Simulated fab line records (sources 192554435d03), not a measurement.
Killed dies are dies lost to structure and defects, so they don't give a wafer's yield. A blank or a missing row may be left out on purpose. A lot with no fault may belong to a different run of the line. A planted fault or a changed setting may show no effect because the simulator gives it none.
fab line records | flow n5_finfet
record lots=7 | wafers=21
route steps=1938 shown BEOL_M1@755 BEOL_M2@879 BEOL_M3@959 BEOL_M4@1064
start_h: hours from the record's opening day to when the first of the lot's shown wafers began | wait_h: hours since the lot's step before | " the same as in the row above | L1.1+2: a single row standing in for several wafers | - no value, or no start given | * or withheld: withheld | < > ~ a bound
route shown NAME@n: a module of which the file shows steps, and the number in the route of the first | usual: average and standard deviation across the fault-free wafers | same: alike in all rows | chamber/n: place in a boat | sites: each site's reading | _std_site: the values' standard deviation | _edge_site: mean of outer sites minus mean of inner sites | radius_mm: how far each site lies from the wafer's centre | mask NAME#n: copy n | behind: tool/chamber where the wafer was last shaped | hold: what put the lot on hold/how long, in hours/how the hold closed | device: the transistor (n, p or np) that didn't switch | end of line: tests of these same wafers at the route's end | a step with no rows: only its recipe | killed: count of dies lost to structure and defects at first sort (not the wafer's yield) | map: a wafer's dies, marking killed ones x, the rest . and places with no die _
set.NAME: the run value of the setting; set.NAME@STEP: its run value at that earlier step | model.NAME: the simulator's own value behind a step, which no gauge read
lots run with intentionally changed settings; tables by step, rows by wafer
## steps
# step N5_BEOL_M1_COAT_61
# recipe resist=SOC | temp_c=250 | time_s=60 | spin_rpm=1500 | resist_thk_nm=60
lot.wafer  | tool           | chamber | start_h | wait_h | set.spin_rpm | model.SOC_of_BEOL_M1_COAT_61.thk_nm
L074.1+3   | litho_track-02 | 0       | 119.93  | 0.1    | 1665         | 56.8
L074.4     | "              | 0       | "       | "      | 1500         | 60
L076.1+5   | litho_track-02 | 0       | 134.03  | 0.1    | 1500         | 60.4
L076.2     | "              | 0       | "       | "      | 1500         | 60.2
L077.1+4   | litho_track-02 | 0       | 138.30  | 0.1    | 1500         | 60.2
L077.5     | "              | 0       | "       | "      | 1500         | 60.4
L079.2+6   | litho_track-02 | 0       | 154.75  | 0.1    | 1500         | 60
L079.3     | "              | 0       | "       | "      | 1568         | 58.6
L084.1     | litho_track-02 | 0       | 183.93  | 0.1    | 1500         | 60
L084.3     | "              | 0       | "       | "      | 1438         | 61.2
L084.4     | "              | 0       | "       | "      | 1500         | 59.8
L090.1+2+6 | litho_track-02 | 0       | 230.12  | 0.1    | 1500         | 60
L091.1     | litho_track-02 | 0       | 230.82  | 0.1    | 1432         | 61.6
L091.3     | "              | 0       | "       | "      | 1432         | 61.8
L091.6     | "              | 0       | "       | "      | 1500         | 60.4
# step N5_BEOL_M1_COAT_62
# recipe resist=SiARC | temp_c=220 | time_s=60 | spin_rpm=1500 | resist_thk_nm=12
# step N5_BEOL_M1_COAT_73
# recipe resist=underlayer | temp_c=205 | time_s=60 | spin_rpm=1500 | resist_thk_nm=5
# step N5_BEOL_M1_ETCH_74
# recipe chemistry=N2/H2 | target=underlayer | target_depth_a=65 | mask_material=CAR-EUV | time_s=5.2 | ion_energy_ev=200 | pressure_mtorr=30 | source_w=840 | bias_w=150 | n2_flow_sccm=200 | h2_flow_sccm=200 | ends=cleared
# step N5_BEOL_M1_ETCH_63
# recipe chemistry=CF4 | target=SiARC | target_depth_a=156 | mask_material=CAR-EUV | time_s=26 | ion_energy_ev=80 | pressure_mtorr=40 | source_w=545 | bias_w=36 | Ar_flow_sccm=100 | cf4_flow_sccm=100 | ends=cleared
# step N5_BEOL_M1_ETCH_64
# recipe chemistry=N2/H2 | target=SOC | target_depth_a=750 | overetch_a=150 | mask_material=SiARC | temp_c=40 | time_s=112.5 | ion_energy_ev=200 | pressure_mtorr=30 | source_w=840 | bias_w=150 | n2_flow_sccm=200 | h2_flow_sccm=200
lot.wafer | tool        | chamber | start_h | wait_h | set.spin_rpm@BEOL_M1_COAT_61 | model.etch.depth_nm
L074.1    | rie_diel-04 | 2       | 120.39  | 0.0    | 1665                         | 56.83
L074.3    | "           | 3       | "       | "      | 1665                         | 56.9
L074.4    | "           | 0       | "       | "      | 1500                         | 60.02
L076.1    | rie_diel-04 | 3       | 134.73  | 0.0    | 1500                         | 60.31
L076.2    | "           | 1       | "       | "      | 1500                         | 60.25
L076.5    | "           | 2       | "       | "      | 1500                         | 60.35
L077.1    | rie_diel-04 | 3       | 138.82  | 0.0    | 1500                         | 60.12
L077.4    | "           | 1       | "       | "      | 1500                         | 60.1
L077.5    | "           | 1       | "       | "      | 1500                         | 60.31
L079.2    | rie_diel-04 | 0       | 155.60  | 0.0    | 1500                         | 60.04
L079.3    | "           | 2       | "       | "      | 1568                         | 58.63
L079.6    | "           | 3       | "       | "      | 1500                         | 59.96
L084.1    | rie_diel-04 | 0       | 184.90  | 0.0    | 1500                         | 60.06
L084.3    | "           | 2       | "       | "      | 1438                         | 61.18
L084.4    | "           | 0       | "       | "      | 1500                         | 59.84
L090.1+2  | rie_diel-04 | 1,0     | 230.59  | 0.0    | 1500                         | 60.06
L090.6    | "           | 0       | "       | "      | 1500                         | 60.04
L091.1    | rie_diel-02 | 0       | 231.29  | 0.0    | 1432                         | 61.68
L091.3    | "           | 1       | "       | "      | 1432                         | 61.8
L091.6    | "           | 2       | "       | "      | 1500                         | 60.42
# step N5_BEOL_M1_STRIP_65
# recipe chemistry=N2/H2 | temp_c=40 | n2_flow_sccm=200 | h2_flow_sccm=200 | rf_frequency_hz=6e+07
# step N5_BEOL_M1_STRIP_75
# recipe chemistry=N2/H2 | temp_c=40 | n2_flow_sccm=200 | h2_flow_sccm=200 | rf_frequency_hz=6e+07
# step N5_BEOL_M1_STRIP_66
# recipe chemistry=CF4 | resist=SiARC | power_w=300 | bias_power_w=75 | pressure_mtorr=50 | cf4_flow_sccm=150 | rf_frequency_hz=6e+07
# step N5_BEOL_M1_HM_OPEN_17
# recipe chemistry=Cl2/BCl3 | target_depth_a=200 | overetch_a=60 | target=TiN | mask_material=SOC | ion_energy_ev=150 | pressure_mtorr=10 | icp_w=1000 | bias_w=126 | Cl2_flow_sccm=53.25 | bcl3_flow_sccm=21.75 | Ar_flow_sccm=25
lot.wafer | tool         | chamber | start_h | wait_h | set.target_thk_a@BEOL_M1_HM_DEP_02 | set.spin_rpm@BEOL_M1_COAT_61 | model.SOC_of_BEOL_M1_COAT_61.thk_nm | model.etch.depth_nm
L074.1    | rie_metal-01 | 1       | 120.56  | 0.0    | 200                                | 1665                         | 49                                  | 19.76
L074.3    | "            | 0       | "       | "      | 213.4                              | 1665                         | 49                                  | 21.18
L074.4    | "            | 1       | "       | "      | 200                                | 1500                         | 52.2                                | 20.06
L076.1    | rie_metal-03 | 0       | 134.90  | 0.0    | 200                                | 1500                         | 52.4                                | 19.93
L076.2    | "            | 1       | "       | "      | 200                                | 1500                         | 52                                  | 20.1
L076.5    | "            | 1       | "       | "      | 200                                | 1500                         | 52.2                                | 20
L077.1    | rie_metal-02 | 1       | 139.00  | 0.0    | 213                                | 1500                         | 52.4                                | 21.79
L077.4    | "            | 0       | "       | "      | 200                                | 1500                         | 52.4                                | 20.25
L077.5    | "            | 1       | "       | "      | 200                                | 1500                         | 52.4                                | 20.15
L079.2    | rie_metal-03 | 0       | 155.77  | 0.0    | 175.3                              | 1500                         | 52.2                                | 17.61
L079.3    | "            | 0       | "       | "      | 175.3                              | 1568                         | 50.8                                | 17.68
L079.6    | "            | 1       | "       | "      | 200                                | 1500                         | 51.8                                | 19.89
L084.1    | rie_metal-03 | 0       | 185.06  | 0.0    | 188.6                              | 1500                         | 52.2                                | 18.86
L084.3    | "            | 1       | "       | "      | 200                                | 1438                         | 53.2                                | 19.94
L084.4    | "            | 0       | "       | "      | 200                                | 1500                         | 52                                  | 19.98
L090.1    | rie_metal-02 | 1       | 230.76  | 0.0    | 225                                | 1500                         | 52.2                                | 22.45
L090.2    | "            | 0       | "       | "      | 200                                | 1500                         | 52.2                                | 19.8
L090.6    | "            | 0       | "       | "      | 200                                | 1500                         | 52.2                                | 19.78
L091.1    | rie_metal-01 | 1       | 231.46  | 0.0    | 200                                | 1432                         | 53.6                                | 20.29
L091.3    | "            | 1       | "       | "      | 200                                | 1432                         | 53.8                                | 20.28
L091.6    | "            | 1       | "       | "      | 200                                | 1500                         | 52.4                                | 20.29
# step N5_BEOL_M1_STRIP_19
# recipe chemistry=O2 | power_w=400 | temp_c=40 | pressure_mtorr=30 | rf_frequency_hz=6e+07 | bias_power_w=0 | overash_fraction=0.2 | o2_flow_sccm=225
# step N5_BEOL_M1_STRIP_83
# recipe chemistry=C4F6/O2 | resist=SiARC | rf_frequency_hz=6e+07
# step N5_BEOL_M1_STRIP_36
# recipe chemistry=N2/H2 | power_w=450 | temp_c=40 | pressure_mtorr=20 | rf_frequency_hz=6e+07 | overash_fraction=0.3 | bias_power_w=7 | h2_frac=0.5 | n2_flow_sccm=200 | h2_flow_sccm=200
# step N5_BEOL_M1_TRENCH_ETCH_37
# recipe chemistry=C4F6/O2 | target_depth_a=552.07 | target=SiOC | time_s=29 | ion_energy_ev=250 | pressure_mtorr=30 | source_w=355 | bias_w=185 | Ar_flow_sccm=300 | C4F6_flow_sccm=10 | O2_flow_sccm=10
lot.wafer  | tool        | chamber | start_h | wait_h | set.target_thk_a@BEOL_M1_HM_DEP_02 | model.TiN_of_BEOL_M1_HM_DEP_02.thk_nm
L074.1     | rie_diel-04 | 1       | -       | -      | 200                                | 17.4
L074.3     | "           | 2       | "       | "      | 213.4                              | 18.8
L074.4     | "           | 0       | "       | "      | 200                                | 17.8
L076.1+5   | rie_diel-02 | 1       | -       | -      | 200                                | 17.6
L076.2     | "           | 0       | "       | "      | 200                                | 17.8
L077.1     | rie_diel-04 | 0       | -       | -      | 213                                | 19.4
L077.4     | "           | 1       | "       | "      | 200                                | 18
L077.5     | "           | 1       | "       | "      | 200                                | 17.8
L079.2+3   | rie_diel-04 | 1,3     | -       | -      | 175.3                              | 15.4
L079.6     | "           | 2       | "       | "      | 200                                | 17.6
L084.1     | rie_diel-01 | 0       | -       | -      | 188.6                              | 16.6
L084.3+4   | "           | 1,3     | "       | "      | 200                                | 17.6
L090.1     | rie_diel-01 | 0       | -       | -      | 225                                | 20.2
L090.2+6   | "           | 3,1     | "       | "      | 200                                | 17.6
L091.1+3+6 | rie_diel-04 | 3,2,2   | -       | -      | 200                                | 18
# step N5_BEOL_M2_DESCUM_33
# recipe chemistry=O2 | time_s=7 | source_power_w=50 | bias_power_w=20 | pressure_mtorr=20 | rf_frequency_hz=2.712e+07 | temp_c=40 | resist=CAR-EUV | o2_flow_sccm=225
lot.wafer  | tool        | chamber | start_h | wait_h | set.time_s | model.CAR-EUV_of_BEOL_M2_COAT_22.thk_nm
L074.1+4   | rie_diel-03 | 0,1     | 141.48  | 0.1    | 7          | 26.2
L074.3     | "           | 2       | "       | "      | 8.405      | 25.4
L076.1+2   | rie_diel-05 | 0,3     | 145.20  | 0.0    | 7          | 26.2
L076.5     | "           | 2       | "       | "      | 7          | 26
L077.1+4   | rie_diel-03 | 1,2     | 149.92  | 0.0    | 7          | 26
L077.5     | "           | 3       | "       | "      | 7.777      | 25.6
L079.2     | rie_diel-03 | 2       | 172.33  | 0.0    | 7          | 26.2
L079.3     | "           | 0       | "       | "      | 8.292      | 25.4
L079.6     | "           | 0       | "       | "      | 8.292      | 25.6
L084.1     | rie_diel-05 | 1       | 203.22  | 0.0    | 7          | 26.2
L084.3     | "           | 2       | "       | "      | 7.789      | 26
L084.4     | "           | 3       | "       | "      | 7.789      | 25.8
L090.1+2+6 | rie_diel-05 | 0,3,3   | 252.76  | 0.0    | 7          | 26.2
L091.1+3   | rie_diel-05 | 0,1     | 279.49  | 0.0    | 5.889      | 26.6
L091.6     | "           | 2       | "       | "      | 7          | 26.2
# step N5_BEOL_M2_ETCH_77
# recipe chemistry=N2/H2 | target=underlayer | target_depth_a=65 | mask_material=CAR-EUV | time_s=5.2 | ion_energy_ev=200 | pressure_mtorr=30 | source_w=840 | bias_w=150 | n2_flow_sccm=200 | h2_flow_sccm=200 | ends=cleared
lot.wafer  | tool        | chamber | start_h | wait_h | set.time_s@BEOL_M2_DESCUM_33 | model.CAR-EUV_of_BEOL_M2_COAT_22.thk_nm
L074.1+4   | rie_diel-03 | 0,1     | 141.51  | 0.0    | 7                            | 20.4
L074.3     | "           | 2       | "       | "      | 8.405                        | 19.8
L076.1+2+5 | rie_diel-05 | 0,3,2   | 145.23  | 0.0    | 7                            | 20.4
L077.1+4   | rie_diel-03 | 1,2     | 149.96  | 0.0    | 7                            | 20.2
L077.5     | "           | 3       | "       | "      | 7.777                        | 20
L079.2     | rie_diel-03 | 2       | 172.36  | 0.0    | 7                            | 20.4
L079.3+6   | "           | 0       | "       | "      | 8.292                        | 19.8
L084.1     | rie_diel-05 | 1       | 203.25  | 0.0    | 7                            | 20.6
L084.3     | "           | 2       | "       | "      | 7.789                        | 20.2
L084.4     | "           | 3       | "       | "      | 7.789                        | 20
L090.1+2+6 | rie_diel-05 | 0,3,3   | 252.80  | 0.0    | 7                            | 20.4
L091.1     | rie_diel-05 | 0       | 279.52  | 0.0    | 5.889                        | 21
L091.3     | "           | 1       | "       | "      | 5.889                        | 20.8
L091.6     | "           | 2       | "       | "      | 7                            | 20.4
# step N5_BEOL_M2_ETCH_69
# recipe chemistry=CF4 | target=SiARC | target_depth_a=156 | mask_material=CAR-EUV | time_s=26 | ion_energy_ev=80 | pressure_mtorr=40 | source_w=545 | bias_w=36 | Ar_flow_sccm=100 | cf4_flow_sccm=100 | ends=cleared
lot.wafer  | tool        | chamber | start_h | wait_h | set.time_s@BEOL_M2_DESCUM_33 | model.CAR-EUV_of_BEOL_M2_COAT_22.thk_nm
L074.1+4   | rie_diel-03 | 0,1     | 141.53  | 0.0    | 7                            | 11.2
L074.3     | "           | 2       | "       | "      | 8.405                        | 10.6
L076.1+2+5 | rie_diel-05 | 0,3,2   | 145.25  | 0.0    | 7                            | 11.2
L077.1+4   | rie_diel-03 | 1,2     | 149.97  | 0.0    | 7                            | 11
L077.5     | "           | 3       | "       | "      | 7.777                        | 10.6
L079.2     | rie_diel-03 | 2       | 172.38  | 0.0    | 7                            | 11.2
L079.3+6   | "           | 0       | "       | "      | 8.292                        | 10.6
L084.1     | rie_diel-05 | 1       | 203.27  | 0.0    | 7                            | 11.4
L084.3     | "           | 2       | "       | "      | 7.789                        | 11
L084.4     | "           | 3       | "       | "      | 7.789                        | 10.8
L090.1+2+6 | rie_diel-05 | 0,3,3   | 252.81  | 0.0    | 7                            | 11.2
L091.1+3   | rie_diel-05 | 0,1     | 279.54  | 0.0    | 5.889                        | 11.8
L091.6     | "           | 2       | "       | "      | 7                            | 11.2
# step N5_BEOL_M2_ALD_98
# recipe material=SiO2 | target_thk_a=25 | temp_c=100 | ald_precursor_family=BDEAS | ald_co_reactant=O2-plasma | pulse_time_s=1 | co_reactant_pulse_time_s=1 | purge_time_s=2 | co_reactant_purge_time_s=2 | ald_cycles=17 | pressure_torr=2
# step N5_BEOL_M2_ETCHBACK_99
# recipe chemistry=CHF3 | target=SiO2 | target_depth_a=50 | time_s=10.4 | source_w=215 | bias_w=47 | Ar_flow_sccm=200 | CHF3_flow_sccm=12 | ion_energy_ev=100 | pressure_mtorr=30
lot.wafer | tool        | chamber | start_h | wait_h | set.time_s@BEOL_M2_DESCUM_33 | model.CAR-EUV_of_BEOL_M2_COAT_22.thk_nm
L074.1+4  | rie_diel-03 | 1,2     | 169.42  | 27.8   | 7                            | 10.4
L074.3    | "           | 0       | "       | "      | 8.405                        | 9.8
L076.1+2  | rie_diel-03 | 2,0     | 169.78  | 24.2   | 7                            | 10.6
L076.5    | "           | 2       | "       | "      | 7                            | 10.4
L077.1+4  | rie_diel-05 | 3,0     | 169.96  | 19.7   | 7                            | 10.4
L077.5    | "           | 2       | "       | "      | 7.777                        | 10
L079.2    | rie_diel-03 | 2       | 176.16  | 3.6    | 7                            | 10.6
L079.3    | "           | 1       | "       | "      | 8.292                        | 9.8
L079.6    | "           | 3       | "       | "      | 8.292                        | 10
L084.1    | rie_diel-05 | 2       | 208.65  | 4.8    | 7                            | 10.6
L084.3    | "           | 3       | "       | "      | 7.789                        | 10.2
L084.4    | "           | 1       | "       | "      | 7.789                        | 10
L090.1+6  | rie_diel-03 | 0,1     | 282.84  | 29.9   | 7                            | 10.4
L090.2    | "           | 2       | "       | "      | 7                            | 10.6
L091.1+3  | rie_diel-05 | 3,0     | 290.77  | 10.6   | 5.889                        | 11
L091.6    | "           | 1       | "       | "      | 7                            | 10.4
# step N5_BEOL_M2_TRENCH_ETCH_37
# recipe chemistry=C4F6/O2 | target_depth_a=555.55 | target=SiOC | time_s=29.2 | ion_energy_ev=250 | pressure_mtorr=30 | source_w=355 | bias_w=185 | Ar_flow_sccm=300 | C4F6_flow_sccm=10 | O2_flow_sccm=10
# usual rf_vpp_V=667/5
lot.wafer | tool        | chamber | start_h | wait_h | set.source_w | rf_vpp_V | model.BEOL_M2.feature_depth_nm
L074.1    | rie_diel-03 | 1       | -       | -      | 304.3        | 728      | 52.8
L074.3    | "           | 0       | "       | "      | 355          | 667      | 55.2
L074.4    | "           | 2       | "       | "      | 304.3        | 712      | 52.2
L076.1    | rie_diel-03 | 2       | -       | -      | 355          | 659      | 55.8
L076.2    | "           | 0       | "       | "      | 355          | 666      | 55
L076.5    | "           | 2       | "       | "      | 355          | 658      | 55.8
L077.1    | rie_diel-05 | 3       | -       | -      | 316.1        | 710      | 53
L077.4    | "           | 0       | "       | "      | 355          | 660      | 55
L077.5    | "           | 2       | "       | "      | 316.1        | 716      | 51.4
L079.2    | rie_diel-03 | 2       | -       | -      | 355          | 660      | 55.4
L079.3    | "           | 1       | "       | "      | 355          | 674      | 55.4
L079.6    | "           | 3       | "       | "      | 355          | 667      | 55.6
L084.1    | rie_diel-05 | 2       | -       | -      | 371.5        | 658      | 54.6
L084.3    | "           | 3       | "       | "      | 371.5        | 652      | 56.2
L084.4    | "           | 1       | "       | "      | 355          | 671      | 56.6
L090.1    | rie_diel-03 | 0       | -       | -      | 355          | 667      | 54.6
L090.2    | "           | 2       | "       | "      | 355          | 658      | 54.8
L090.6    | "           | 1       | "       | "      | 355          | 672      | 55.6
L091.1    | rie_diel-05 | 3       | -       | -      | 355          | 667      | 55.6
L091.3    | "           | 0       | "       | "      | 294.7        | 728      | 51
L091.6    | "           | 1       | "       | "      | 355          | 671      | 56.6
# step N5_BEOL_M2_ETCH_41
# recipe chemistry=CH3F/O2 | target=SiCN | target_depth_a=299 | taper_deg=2 | time_s=52.5 | ion_energy_ev=120 | mask_material=TiN | pressure_mtorr=30 | source_w=395 | bias_w=75 | Ar_flow_sccm=150 | CH3F_flow_sccm=30 | O2_flow_sccm=20
# step N5_BEOL_M2_STRIP_97
# recipe chemistry=N2/H2 | time_s=10 | power_w=450 | temp_c=40 | pressure_mtorr=20 | rf_frequency_hz=6e+07 | bias_power_w=7 | n2_flow_sccm=200 | h2_flow_sccm=200
# step N5_BEOL_M2_OCD_MEAS_38
# usual trench_depth_nm=55.2/0.78
lot.wafer | tool   | chamber | start_h | wait_h | set.source_w@BEOL_M2_TRENCH_ETCH_37 | trench_depth_nm
L074.1    | ocd-01 | -       | 169.81  | -      | 304.3                               | 52.9
L074.3    | "      | -       | "       | "      | 355                                 | 55.2
L074.4    | "      | -       | "       | "      | 304.3                               | 52.0
L076.1    | ocd-01 | -       | 170.18  | -      | 355                                 | 56.0
L076.2    | "      | -       | "       | "      | 355                                 | 55.3
L076.5    | "      | -       | "       | "      | 355                                 | 55.5
L077.1    | ocd-02 | -       | 170.36  | -      | 316.1                               | 52.7
L077.4    | "      | -       | "       | "      | 355                                 | 55.2
L077.5    | "      | -       | "       | "      | 316.1                               | 51.8
L079.2    | ocd-01 | -       | 176.55  | -      | 355                                 | 55.6
L079.3    | "      | -       | "       | "      | 355                                 | 55.7
L079.6    | "      | -       | "       | "      | 355                                 | 55.2
L084.1    | ocd-02 | -       | 209.05  | -      | 371.5                               | 55.3
L084.3    | "      | -       | "       | "      | 371.5                               | 56.1
L084.4    | "      | -       | "       | "      | 355                                 | 56.5
L090.1    | ocd-01 | -       | 283.24  | -      | 355                                 | 54.4
L090.2    | "      | -       | "       | "      | 355                                 | 54.8
L090.6    | "      | -       | "       | "      | 355                                 | 55.8
L091.1    | ocd-01 | -       | 291.16  | -      | 355                                 | 55.6
L091.3    | "      | -       | "       | "      | 294.7                               | 51.8
L091.6    | "      | -       | "       | "      | 355                                 | 56.7
# step N5_BEOL_M3_COAT_76
# recipe resist=underlayer | temp_c=205 | time_s=60 | spin_rpm=1500 | resist_thk_nm=5
lot.wafer  | tool           | chamber | start_h | wait_h | set.spin_rpm
L074.1+3+4 | litho_track-05 | 0       | -       | -      | 1500
L076.1+2+5 | litho_track-01 | 0       | -       | -      | 1500
L077.1     | litho_track-05 | 0       | -       | -      | 1500
L077.4+5   | "              | 0       | "       | "      | 1387
L079.2+3+6 | litho_track-04 | 0       | -       | -      | 1344
L084.1+4   | litho_track-05 | 0       | -       | -      | 1500
L084.3     | "              | 0       | "       | "      | 1645
L090.1     | litho_track-01 | 0       | -       | -      | 1500
L090.2+6   | "              | 0       | "       | "      | 1602
L091.1+6   | litho_track-04 | 0       | -       | -      | 1500
L091.3     | "              | 0       | "       | "      | 1380
# step N5_BEOL_M3_COAT_22
# recipe resist=CAR-EUV | spin_rpm=1500 | resist_thk_nm=30
# step N5_BEOL_M3_EBR_24
# recipe solvent=PGMEA | ebr_width_mm=1.5
# step N5_BEOL_M3_DESCUM_33
# recipe chemistry=O2 | time_s=7 | source_power_w=50 | bias_power_w=20 | pressure_mtorr=20 | rf_frequency_hz=2.712e+07 | temp_c=40 | resist=CAR-EUV | o2_flow_sccm=225
# step N5_BEOL_M3_ETCH_77
# recipe chemistry=N2/H2 | target=underlayer | target_depth_a=65 | mask_material=CAR-EUV | time_s=5.2 | ion_energy_ev=200 | pressure_mtorr=30 | source_w=840 | bias_w=150 | n2_flow_sccm=200 | h2_flow_sccm=200 | ends=cleared
lot.wafer | tool        | chamber | start_h | wait_h | set.spin_rpm@BEOL_M3_COAT_76 | model.etch.depth_nm
L074.1    | rie_diel-04 | 2       | 177.49  | 0.0    | 1500                         | 4.999
L074.3    | "           | 3       | "       | "      | 1500                         | 5.008
L074.4    | "           | 1       | "       | "      | 1500                         | 5.004
L076.1    | rie_diel-02 | 1       | 177.55  | 0.0    | 1500                         | 5.009
L076.2    | "           | 2       | "       | "      | 1500                         | 5.023
L076.5    | "           | 0       | "       | "      | 1500                         | 5.029
L077.1    | rie_diel-04 | 2       | 177.96  | 0.0    | 1500                         | 5.001
L077.4    | "           | 0       | "       | "      | 1387                         | 5.193
L077.5    | "           | 0       | "       | "      | 1387                         | 5.201
L079.2    | rie_diel-02 | 1       | 185.65  | 0.0    | 1344                         | 5.282
L079.3    | "           | 3       | "       | "      | 1344                         | 5.293
L079.6    | "           | 3       | "       | "      | 1344                         | 5.279
L084.1    | rie_diel-04 | 0       | 215.49  | 0.0    | 1500                         | 5.024
L084.3    | "           | 1       | "       | "      | 1645                         | 4.799
L084.4    | "           | 3       | "       | "      | 1500                         | 5.014
L090.1    | rie_diel-04 | 0       | 291.88  | 0.0    | 1500                         | 5.007
L090.2+6  | "           | 3,1     | "       | "      | 1602                         | 4.848
L091.1    | rie_diel-04 | 2       | 299.56  | 0.0    | 1500                         | 4.995
L091.3    | "           | 0       | "       | "      | 1380                         | 5.204
L091.6    | "           | 2       | "       | "      | 1500                         | 5.002
# step N5_BEOL_M4_ETCH_70
# recipe chemistry=N2/H2 | target=SOC | target_depth_a=800 | overetch_a=240 | mask_material=SiARC | temp_c=40 | time_s=130 | ion_energy_ev=200 | pressure_mtorr=30 | source_w=840 | bias_w=150 | n2_flow_sccm=200 | h2_flow_sccm=200
# usual rf_vpp_V=523.5/2.4
lot.wafer | tool        | chamber | start_h | wait_h | set.source_w | rf_vpp_V
L074.1    | rie_diel-06 | 0       | 189.61  | 0.0    | 759          | 538.4
L074.3    | "           | 3       | "       | "      | 840          | 524.7
L074.4    | "           | 2       | "       | "      | 840          | 521.7
L076.1    | rie_diel-06 | 2       | 195.11  | 0.0    | 840          | 523.5
L076.2    | "           | 1       | "       | "      | 840          | 524.3
L076.5    | "           | 1       | "       | "      | 840          | 524.2
L077.1    | rie_diel-03 | 0       | 206.22  | 0.0    | 724.9        | 549.7
L077.4    | "           | 1       | "       | "      | 724.9        | 551.6
L077.5    | "           | 0       | "       | "      | 840          | 525.1
L079.2    | rie_diel-06 | 1       | 213.35  | 0.0    | 840          | 523.4
L079.3    | "           | 0       | "       | "      | 794.9        | 529.7
L079.6    | "           | 3       | "       | "      | 794.9        | 534.8
L084.1    | rie_diel-05 | 1       | 262.42  | 0.0    | 840          | 527.2
L084.3    | "           | 2       | "       | "      | 840          | 525.2
L084.4    | "           | 3       | "       | "      | 923.8        | 508.8
L090.1    | rie_diel-05 | 1       | 323.72  | 0.0    | 840          | 523.2
L090.2    | "           | 3       | "       | "      | 840          | 524.9
L090.6    | "           | 0       | "       | "      | 840          | 526.3
L091.1    | rie_diel-03 | 1       | 336.72  | 0.0    | 840          | 525.5
L091.3    | "           | 3       | "       | "      | 801.3        | 531.2
L091.6    | "           | 3       | "       | "      | 840          | 523.8
# step N5_BEOL_M4_TRENCH_ETCH_37
# recipe chemistry=C4F6/O2 | target_depth_a=555.55 | target=SiOC | time_s=29.2 | ion_energy_ev=250 | pressure_mtorr=30 | source_w=355 | bias_w=185 | Ar_flow_sccm=300 | C4F6_flow_sccm=10 | O2_flow_sccm=10
# usual rf_vpp_V=668/5
lot.wafer | tool        | chamber | start_h | wait_h | set.bias_w | rf_vpp_V
L074.1    | rie_diel-06 | 0       | -       | -      | 185        | 665
L074.3    | "           | 3       | "       | "      | 157.9      | 592
L074.4    | "           | 2       | "       | "      | 157.9      | 593
L076.1    | rie_diel-06 | 2       | -       | -      | 185        | 672
L076.2    | "           | 1       | "       | "      | 185        | 669
L076.5    | "           | 1       | "       | "      | 185        | 668
L077.1    | rie_diel-03 | 0       | -       | -      | 185        | 666
L077.4    | "           | 1       | "       | "      | 157        | 591
L077.5    | "           | 0       | "       | "      | 185        | 669
L079.2    | rie_diel-06 | 1       | -       | -      | 185        | 670
L079.3    | "           | 0       | "       | "      | 185        | 664
L079.6    | "           | 3       | "       | "      | 185        | 673
L084.1    | rie_diel-05 | 1       | -       | -      | 185        | 672
L084.3    | "           | 2       | "       | "      | 166.6      | 622
L084.4    | "           | 3       | "       | "      | 185        | 667
L090.1    | rie_diel-05 | 1       | -       | -      | 185        | 670
L090.2    | "           | 3       | "       | "      | 199.3      | 706
L090.6    | "           | 0       | "       | "      | 199.3      | 700
L091.1    | rie_diel-03 | 1       | -       | -      | 185        | 674
L091.3    | "           | 3       | "       | "      | 196.7      | 700
L091.6    | "           | 3       | "       | "      | 196.7      | 701
## key
split step=N5_BEOL_M1_COAT_61 | setting=spin_rpm | stated=1500 | by=wafer
response step=N5_BEOL_M1_COAT_61 | reading=model.SOC_of_BEOL_M1_COAT_61.thk_nm | change=-0.295 | per=1% | r=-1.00
response step=N5_BEOL_M1_ETCH_64 | reading=model.etch.depth_nm | change=-0.29 | per=1% | r=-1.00
response step=N5_BEOL_M1_HM_OPEN_17 | reading=model.SOC_of_BEOL_M1_COAT_61.thk_nm | change=-0.285 | per=1% | r=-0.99
split step=N5_BEOL_M2_DESCUM_33 | setting=time_s | stated=7 | by=wafer
response step=N5_BEOL_M2_DESCUM_33 | reading=model.CAR-EUV_of_BEOL_M2_COAT_22.thk_nm | change=-0.0346 | per=1% | r=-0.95
response step=N5_BEOL_M2_ETCH_77 | reading=model.CAR-EUV_of_BEOL_M2_COAT_22.thk_nm | change=-0.0312 | per=1% | r=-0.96
response step=N5_BEOL_M2_ETCH_69 | reading=model.CAR-EUV_of_BEOL_M2_COAT_22.thk_nm | change=-0.0343 | per=1% | r=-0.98
response step=N5_BEOL_M2_ETCHBACK_99 | reading=model.CAR-EUV_of_BEOL_M2_COAT_22.thk_nm | change=-0.0358 | per=1% | r=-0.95
split step=N5_BEOL_M2_TRENCH_ETCH_37 | setting=source_w | stated=355 | by=wafer
response step=N5_BEOL_M2_TRENCH_ETCH_37 | reading=rf_vpp_V | change=-3.8 | per=1% | r=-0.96
response step=N5_BEOL_M2_TRENCH_ETCH_37 | reading=model.BEOL_M2.feature_depth_nm | change=+0.237 | per=1% | r=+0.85
response step=N5_BEOL_M2_OCD_MEAS_38 | reading=trench_depth_nm | change=+0.222 | per=1% | r=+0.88
split step=N5_BEOL_M3_COAT_76 | setting=spin_rpm | stated=1500 | by=wafer
response step=N5_BEOL_M3_ETCH_77 | reading=model.etch.depth_nm | change=-0.0243 | per=1% | r=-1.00
split step=N5_BEOL_M4_ETCH_70 | setting=source_w | stated=840 | by=wafer
response step=N5_BEOL_M4_ETCH_70 | reading=rf_vpp_V | change=-1.74 | per=1% | r=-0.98
split step=N5_BEOL_M4_TRENCH_ETCH_37 | setting=bias_w | stated=185 | by=wafer
response step=N5_BEOL_M4_TRENCH_ETCH_37 | reading=rf_vpp_V | change=+4.86 | per=1% | r=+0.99
split outside_this_file step=N5_BEOL_M1_HM_DEP_02 setting=target_thk_a
# split outside_this_file: this setting was split too, and the file shows its column; the key of that split is in another file
